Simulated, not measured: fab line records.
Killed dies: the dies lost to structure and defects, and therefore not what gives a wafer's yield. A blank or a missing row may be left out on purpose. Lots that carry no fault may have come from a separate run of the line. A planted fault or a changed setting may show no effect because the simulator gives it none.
Which tool did it? :: flow n5_finfet :: 15 lots, 43 wafers sampled, at 6 steps of a route of 1938

== WHAT THE GAUGES READ, wafer by wafer ==
N5_BEOL_M5_CD_MEAS_18: pitch 56 nm, target cd 28 nm.
lot: L421
measured: day 8 15:26
on: cd_sem-02
cd_nm (nm): 27.5 28.2 27.7

lot: L422
measured: day 8 19:21
on: cd_sem-01
cd_nm (nm): 28.3 28.5 28.5

lot: L423
measured: day 9 12:55
on: cd_sem-02
cd_nm (nm): 28.2 28.8 27.7

lot: L424
measured: day 9 18:35
on: cd_sem-03
cd_nm (nm): 28.4 29.1 28.5

lot: L427
measured: day 9 21:41
on: cd_sem-01
cd_nm (nm): 27.6 27.8 28.9

lot: L433
measured: day 11 19:13
on: cd_sem-02
cd_nm (nm): - - -

lot: L434
measured: day 11 20:05
on: cd_sem-02
cd_nm (nm): - - -

lot: L435
measured: day 12 04:43
on: cd_sem-02
cd_nm (nm): - - -

lot: L439
measured: day 12 22:01
on: cd_sem-02
cd_nm (nm): 28.2 28.1

lot: L438
measured: day 12 23:17
on: cd_sem-01
cd_nm (nm): 27.8 28.4 27.9

lot: L440
measured: day 13 00:37
on: cd_sem-02
cd_nm (nm): 27.6 27.4

lot: L441
measured: day 13 03:59
on: cd_sem-02
cd_nm (nm): 28.4 28.4 28.1

lot: L442
measured: day 14 00:47
on: cd_sem-03
cd_nm (nm): 28.3 28.8 28.6

lot: L443
measured: day 14 00:44
on: cd_sem-03
cd_nm (nm): 28.2 27.6 28.6

lot: L444
measured: day 14 05:53
on: cd_sem-01
cd_nm (nm): 28.2 27.8 28.1

== WHICH TOOL RAN EACH LOT (tool, then ch and the chambers of the sampled wafers, then the start) ==
lot: L421
N5_BEOL_M4_ANNEAL_49: pvd_sputter-01, day 8 08:23
N5_BEOL_M4_ANNEAL_89: pvd_sputter-01, day 8 09:16
N5_BEOL_M5_CURE_79: uv_cure-02 ch 0, day 8 12:47
N5_BEOL_M5_HM_DEP_02: pvd_sputter-03, day 8 14:18
N5_BEOL_M5_HM_OPEN_17: rie_metal-02 ch 0,1, day 8 15:12

lot: L422
N5_BEOL_M4_ANNEAL_49: pvd_sputter-03, day 8 11:50
N5_BEOL_M4_ANNEAL_89: pvd_sputter-03, day 8 12:43
N5_BEOL_M5_CURE_79: uv_cure-02 ch 2, day 8 16:01
N5_BEOL_M5_HM_DEP_02: pvd_sputter-01, day 8 18:16
N5_BEOL_M5_HM_OPEN_17: rie_metal-01 ch 0,1, day 8 19:11

lot: L423
N5_BEOL_M4_ANNEAL_49: pvd_sputter-02, day 9 05:25
N5_BEOL_M4_ANNEAL_89: pvd_sputter-02, day 9 06:18
N5_BEOL_M5_CURE_79: uv_cure-03 ch 1, day 9 09:26
N5_BEOL_M5_HM_DEP_02: pvd_sputter-02, day 9 11:50
N5_BEOL_M5_HM_OPEN_17: rie_metal-02 ch 0,1, day 9 12:44

lot: L424
N5_BEOL_M4_ANNEAL_49: pvd_sputter-01, day 9 09:50
N5_BEOL_M4_ANNEAL_89: pvd_sputter-01, day 9 10:43
N5_BEOL_M5_CURE_79: uv_cure-02 ch 1, day 9 15:00
N5_BEOL_M5_HM_DEP_02: pvd_sputter-01, day 9 17:31
N5_BEOL_M5_HM_OPEN_17: rie_metal-01 ch 0,1, day 9 18:24

lot: L427
N5_BEOL_M4_ANNEAL_49: pvd_sputter-03, day 9 15:24
N5_BEOL_M4_ANNEAL_89: pvd_sputter-03, day 9 16:17
N5_BEOL_M5_CURE_79: uv_cure-01 ch 0, day 9 19:20
N5_BEOL_M5_HM_DEP_02: pvd_sputter-02, day 9 20:22
N5_BEOL_M5_HM_OPEN_17: rie_metal-03 ch 0,1, day 9 21:30

lot: L433
N5_BEOL_M4_ANNEAL_49: pvd_sputter-03, day 11 11:20
N5_BEOL_M4_ANNEAL_89: pvd_sputter-03, day 11 12:13
N5_BEOL_M5_CURE_79: uv_cure-02 ch 1, day 11 15:16
N5_BEOL_M5_HM_DEP_02: pvd_sputter-03, day 11 18:07
N5_BEOL_M5_HM_OPEN_17: rie_metal-03 ch 0, day 11 19:02

lot: L434
N5_BEOL_M4_ANNEAL_49: pvd_sputter-02, day 11 14:10
N5_BEOL_M4_ANNEAL_89: pvd_sputter-02, day 11 15:02
N5_BEOL_M5_CURE_79: uv_cure-01 ch 1, day 11 18:19
N5_BEOL_M5_HM_DEP_02: pvd_sputter-01, day 11 19:01
N5_BEOL_M5_HM_OPEN_17: rie_metal-03 ch 0,1, day 11 19:54

lot: L435
N5_BEOL_M4_ANNEAL_49: pvd_sputter-03, day 11 22:32
N5_BEOL_M4_ANNEAL_89: pvd_sputter-03, day 11 23:25
N5_BEOL_M5_CURE_79: uv_cure-01 ch 1, day 12 02:23
N5_BEOL_M5_HM_DEP_02: pvd_sputter-02, day 12 03:38
N5_BEOL_M5_HM_OPEN_17: rie_metal-02 ch 0,1, day 12 04:31

lot: L439
N5_BEOL_M4_ANNEAL_49: pvd_sputter-03, day 12 13:44
N5_BEOL_M4_ANNEAL_89: pvd_sputter-03, day 12 14:37
N5_BEOL_M5_CURE_79: uv_cure-02 ch 0, day 12 17:35
N5_BEOL_M5_HM_DEP_02: pvd_sputter-01, day 12 20:57
N5_BEOL_M5_HM_OPEN_17: rie_metal-02 ch 1, day 12 21:43

lot: L438
N5_BEOL_M4_ANNEAL_49: pvd_sputter-03, day 12 15:35
N5_BEOL_M4_ANNEAL_89: pvd_sputter-03, day 12 16:28
N5_BEOL_M5_CURE_79: uv_cure-01 ch 0, day 12 19:34
N5_BEOL_M5_HM_DEP_02: pvd_sputter-03, day 12 22:11
N5_BEOL_M5_HM_OPEN_17: rie_metal-01 ch 0, day 12 23:07

lot: L440
N5_BEOL_M4_ANNEAL_49: pvd_sputter-02, day 12 18:32
N5_BEOL_M4_ANNEAL_89: pvd_sputter-02, day 12 19:25
N5_BEOL_M5_CURE_79: uv_cure-01 ch 0, day 12 22:33
N5_BEOL_M5_HM_DEP_02: pvd_sputter-01, day 12 23:33
N5_BEOL_M5_HM_OPEN_17: rie_metal-03 ch 0, day 13 00:26

lot: L441
N5_BEOL_M4_ANNEAL_49: pvd_sputter-01, day 12 21:19
N5_BEOL_M4_ANNEAL_89: pvd_sputter-01, day 12 22:11
N5_BEOL_M5_CURE_79: uv_cure-02 ch 1, day 13 01:11
N5_BEOL_M5_HM_DEP_02: pvd_sputter-03, day 13 02:55
N5_BEOL_M5_HM_OPEN_17: rie_metal-03 ch 0,1, day 13 03:48

lot: L442
N5_BEOL_M4_ANNEAL_49: pvd_sputter-03, day 13 18:31
N5_BEOL_M4_ANNEAL_89: pvd_sputter-03, day 13 19:24
N5_BEOL_M5_CURE_79: uv_cure-03 ch 1, day 13 22:19
N5_BEOL_M5_HM_DEP_02: pvd_sputter-03, day 13 23:49
N5_BEOL_M5_HM_OPEN_17: rie_metal-01 ch 0,1, day 14 00:35

lot: L443
N5_BEOL_M4_ANNEAL_49: pvd_sputter-01, day 13 18:43
N5_BEOL_M4_ANNEAL_89: pvd_sputter-01, day 13 19:36
N5_BEOL_M5_CURE_79: uv_cure-01 ch 2, day 13 22:38
N5_BEOL_M5_HM_DEP_02: pvd_sputter-03, day 13 23:37
N5_BEOL_M5_HM_OPEN_17: rie_metal-01 ch 0,1, day 14 00:23

lot: L444
N5_BEOL_M4_ANNEAL_49: pvd_sputter-01, day 13 21:40
N5_BEOL_M4_ANNEAL_89: pvd_sputter-01, day 13 22:32
N5_BEOL_M5_CURE_79: uv_cure-03 ch 2, day 14 01:29
N5_BEOL_M5_HM_DEP_02: pvd_sputter-02, day 14 02:46
N5_BEOL_M5_HM_OPEN_17: rie_metal-01 ch 0,1, day 14 05:29
- N5_BEOL_M4_ANNEAL_49: time 240 s.
- N5_BEOL_M4_ANNEAL_89: time 240 s.
- N5_BEOL_M5_CURE_79: cures SiCOH lowk, time 240 s.
- N5_BEOL_M5_HM_DEP_02: deposits TiN, target thk 20 nm.
- N5_BEOL_M5_HM_OPEN_17: chemistry Cl2/BCl3, target TiN, target depth 20 nm, overetch 6 nm.

== AS READ BY THE TOOLS THEMSELVES (means over the sampled wafers that have a number; for cases with no such wafer, the mark the record gives instead) ==
N5_BEOL_M4_ANNEAL_49.
lot: L421
tool: pvd_sputter-01
heater_power_w (W): 780

lot: L422
tool: pvd_sputter-03
heater_power_w (W): 770

lot: L423
tool: pvd_sputter-02
heater_power_w (W): 848

lot: L424
tool: pvd_sputter-01
heater_power_w (W): 759

lot: L427
tool: pvd_sputter-03
heater_power_w (W): 823

lot: L433
tool: pvd_sputter-03
heater_power_w (W): 847

lot: L434
tool: pvd_sputter-02
heater_power_w (W): 789

lot: L435
tool: pvd_sputter-03
heater_power_w (W): 816

lot: L439
tool: pvd_sputter-03
heater_power_w (W): 846

lot: L438
tool: pvd_sputter-03
heater_power_w (W): 843

lot: L440
tool: pvd_sputter-02
heater_power_w (W): 753

lot: L441
tool: pvd_sputter-01
heater_power_w (W): 922

lot: L442
tool: pvd_sputter-03
heater_power_w (W): 844

lot: L443
tool: pvd_sputter-01
heater_power_w (W): 864

lot: L444
tool: pvd_sputter-01
heater_power_w (W): 846

N5_BEOL_M4_ANNEAL_89.
lot: L421
tool: pvd_sputter-01
heater_power_w (W): 785

lot: L422
tool: pvd_sputter-03
heater_power_w (W): 773

lot: L423
tool: pvd_sputter-02
heater_power_w (W): 840

lot: L424
tool: pvd_sputter-01
heater_power_w (W): 758

lot: L427
tool: pvd_sputter-03
heater_power_w (W): 822

lot: L433
tool: pvd_sputter-03
heater_power_w (W): 854

lot: L434
tool: pvd_sputter-02
heater_power_w (W): 804

lot: L435
tool: pvd_sputter-03
heater_power_w (W): 800

lot: L439
tool: pvd_sputter-03
heater_power_w (W): 832

lot: L438
tool: pvd_sputter-03
heater_power_w (W): 844

lot: L440
tool: pvd_sputter-02
heater_power_w (W): 744

lot: L441
tool: pvd_sputter-01
heater_power_w (W): 933

lot: L442
tool: pvd_sputter-03
heater_power_w (W): 848

lot: L443
tool: pvd_sputter-01
heater_power_w (W): 870

lot: L444
tool: pvd_sputter-01
heater_power_w (W): 859

N5_BEOL_M5_CURE_79.
lot: L421
tool: uv_cure-02
lamp_power_pct (%): 52.35
wafer_temp_C_max: 386.5

lot: L422
tool: uv_cure-02
lamp_power_pct (%): 52.33
wafer_temp_C_max: 387.3

lot: L423
tool: uv_cure-03
lamp_power_pct (%): 52.29
wafer_temp_C_max: 386.6

lot: L424
tool: uv_cure-02
lamp_power_pct (%): 52.36
wafer_temp_C_max: 387.7

lot: L427
tool: uv_cure-01
lamp_power_pct (%): 52.31
wafer_temp_C_max: 386.2

lot: L433
tool: uv_cure-02
lamp_power_pct (%): 52.35
wafer_temp_C_max: 387.0

lot: L434
tool: uv_cure-01
lamp_power_pct (%): 52.31
wafer_temp_C_max: 387.5

lot: L435
tool: uv_cure-01
lamp_power_pct (%): 52.31
wafer_temp_C_max: 387.4

lot: L439
tool: uv_cure-02
lamp_power_pct (%): 52.33
wafer_temp_C_max: 386.1

lot: L438
tool: uv_cure-01
lamp_power_pct (%): 52.28
wafer_temp_C_max: 386.3

lot: L440
tool: uv_cure-01
lamp_power_pct (%): 52.31
wafer_temp_C_max: 386.4

lot: L441
tool: uv_cure-02
lamp_power_pct (%): 52.34
wafer_temp_C_max: 387.1

lot: L442
tool: uv_cure-03
lamp_power_pct (%): 52.32
wafer_temp_C_max: 386.5

lot: L443
tool: uv_cure-01
lamp_power_pct (%): 52.30
wafer_temp_C_max: 386.6

lot: L444
tool: uv_cure-03
lamp_power_pct (%): 52.31
wafer_temp_C_max: 387.7

N5_BEOL_M5_HM_DEP_02.
lot: L421
tool: pvd_sputter-03
chamber_pressure_pa (Pa): 0.4997
substrate_temp_c (C): 24.95
throttle_valve_pct (%): 30.2

lot: L422
tool: pvd_sputter-01
chamber_pressure_pa (Pa): 0.5002
substrate_temp_c (C): 25.00
throttle_valve_pct (%): 30.1

lot: L423
tool: pvd_sputter-02
chamber_pressure_pa (Pa): 0.4994
substrate_temp_c (C): 25.00
throttle_valve_pct (%): 29.4

lot: L424
tool: pvd_sputter-01
chamber_pressure_pa (Pa): 0.4997
substrate_temp_c (C): 24.96
throttle_valve_pct (%): 30.4

lot: L427
tool: pvd_sputter-02
chamber_pressure_pa (Pa): 0.4994
substrate_temp_c (C): 24.99
throttle_valve_pct (%): 30.3

lot: L433
tool: pvd_sputter-03
chamber_pressure_pa (Pa): -
substrate_temp_c (C): -
throttle_valve_pct (%): -

lot: L434
tool: pvd_sputter-01
chamber_pressure_pa (Pa): -
substrate_temp_c (C): -
throttle_valve_pct (%): -

lot: L435
tool: pvd_sputter-02
chamber_pressure_pa (Pa): -
substrate_temp_c (C): -
throttle_valve_pct (%): -

lot: L439
tool: pvd_sputter-01
chamber_pressure_pa (Pa): 0.5009
substrate_temp_c (C): 24.91
throttle_valve_pct (%): 30.8

lot: L438
tool: pvd_sputter-03
chamber_pressure_pa (Pa): 0.5002
substrate_temp_c (C): 24.90
throttle_valve_pct (%): 30.2

lot: L440
tool: pvd_sputter-01
chamber_pressure_pa (Pa): 0.4995
substrate_temp_c (C): 25.07
throttle_valve_pct (%): 29.9

lot: L441
tool: pvd_sputter-03
chamber_pressure_pa (Pa): 0.4992
substrate_temp_c (C): 25.03
throttle_valve_pct (%): 30.5

lot: L442
tool: pvd_sputter-03
chamber_pressure_pa (Pa): 0.5001
substrate_temp_c (C): 24.77
throttle_valve_pct (%): 30.1

lot: L443
tool: pvd_sputter-03
chamber_pressure_pa (Pa): 0.5000
substrate_temp_c (C): 24.86
throttle_valve_pct (%): 29.9

lot: L444
tool: pvd_sputter-02
chamber_pressure_pa (Pa): 0.5000
substrate_temp_c (C): 24.94
throttle_valve_pct (%): 29.7

N5_BEOL_M5_HM_OPEN_17.
lot: L421
tool: rie_metal-02
bias_w (W): 126.1
drypump_motor_current_A (A): 5.9
oes_ar_750_au (a.u.): 0.88
oes_product_au (a.u.): 0.75
throttle_valve_pct (%): 22.31

lot: L422
tool: rie_metal-01
bias_w (W): 125.9
drypump_motor_current_A (A): 5.5
oes_ar_750_au (a.u.): 0.88
oes_product_au (a.u.): 0.77
throttle_valve_pct (%): 22.00

lot: L423
tool: rie_metal-02
bias_w (W): 125.8
drypump_motor_current_A (A): 5.9
oes_ar_750_au (a.u.): 0.86
oes_product_au (a.u.): 0.74
throttle_valve_pct (%): 22.32

lot: L424
tool: rie_metal-01
bias_w (W): 125.9
drypump_motor_current_A (A): 5.2
oes_ar_750_au (a.u.): 0.84
oes_product_au (a.u.): 0.76
throttle_valve_pct (%): 22.07

lot: L427
tool: rie_metal-03
bias_w (W): 125.5
drypump_motor_current_A (A): 5.4
oes_ar_750_au (a.u.): 0.69
oes_product_au (a.u.): 0.60
throttle_valve_pct (%): 21.89

lot: L433
tool: rie_metal-03
bias_w (W): 125.9
drypump_motor_current_A (A): 5.3
oes_ar_750_au (a.u.): 0.68
oes_product_au (a.u.): 0.26
throttle_valve_pct (%): 22.64

lot: L434
tool: rie_metal-03
bias_w (W): 126.2
drypump_motor_current_A (A): 5.4
oes_ar_750_au (a.u.): 0.68
oes_product_au (a.u.): 0.26
throttle_valve_pct (%): 22.54

lot: L435
tool: rie_metal-02
bias_w (W): 126.0
drypump_motor_current_A (A): 6.2
oes_ar_750_au (a.u.): 0.88
oes_product_au (a.u.): 0.33
throttle_valve_pct (%): 22.80

lot: L439
tool: rie_metal-02
bias_w (W): 125.8
drypump_motor_current_A (A): 6.5
oes_ar_750_au (a.u.): 0.90
oes_product_au (a.u.): 0.79
throttle_valve_pct (%): 21.94

lot: L438
tool: rie_metal-01
bias_w (W): 126.2
drypump_motor_current_A (A): 5.0
oes_ar_750_au (a.u.): 0.79
oes_product_au (a.u.): 0.72
throttle_valve_pct (%): 22.16

lot: L440
tool: rie_metal-03
bias_w (W): 126.0
drypump_motor_current_A (A): 5.3
oes_ar_750_au (a.u.): 0.68
oes_product_au (a.u.): 0.57
throttle_valve_pct (%): 22.02

lot: L441
tool: rie_metal-03
bias_w (W): 126.2
drypump_motor_current_A (A): 5.5
oes_ar_750_au (a.u.): 0.68
oes_product_au (a.u.): 0.59
throttle_valve_pct (%): 21.80

lot: L442
tool: rie_metal-01
bias_w (W): 125.9
drypump_motor_current_A (A): 5.2
oes_ar_750_au (a.u.): 0.80
oes_product_au (a.u.): 0.71
throttle_valve_pct (%): 22.10

lot: L443
tool: rie_metal-01
bias_w (W): 125.9
drypump_motor_current_A (A): 5.2
oes_ar_750_au (a.u.): 0.80
oes_product_au (a.u.): 0.71
throttle_valve_pct (%): 22.11

lot: L444
tool: rie_metal-01
bias_w (W): 125.8
drypump_motor_current_A (A): 5.2
oes_ar_750_au (a.u.): 0.80
oes_product_au (a.u.): 0.72
throttle_valve_pct (%): 22.10

== THE ANSWER, worked out from the rows above alone ==
Rule: usual is defined by the lots themselves. Put in order of their means at a reading, lots are off if they are a third of the lots or fewer, leave a main group of 4 or more, and stand apart from it by a gap of 3 or more times the standard deviation of the main group's means; of several such gaps the widest counts. A main group whose means are all the same, to the digits that the tables above print for the reading, isn't used. A lot without any number at a reading at which 4 lots or more have one is off too. The other lots that the step has rows for count as sound. Order of review: gauges by route order, followed by the tools' own readings, for which a lot's mean as printed above is used. At the first step where some lot is off, the reading lying furthest off is the one used; lots without a number count as furthest.
Off at N5_BEOL_M5_CD_MEAS_18 (cd_nm): L433, L434, L435. Without a number there: L433, L434, L435. The main group has a mean of 28.2 nm with a standard deviation of 0.31.
A tool fits if, at a process step before that reading, it ran every lot that is off, and no sound lot after the first of them. The gauges at N5_BEOL_M5_CD_MEAS_18 aren't tried: what is off there is off at N5_BEOL_M5_HM_DEP_02 too, on other tools, and a gauge's error can't cause that. No candidate that was tried fits.

== WHAT THE SIMULATOR PUT IN ==
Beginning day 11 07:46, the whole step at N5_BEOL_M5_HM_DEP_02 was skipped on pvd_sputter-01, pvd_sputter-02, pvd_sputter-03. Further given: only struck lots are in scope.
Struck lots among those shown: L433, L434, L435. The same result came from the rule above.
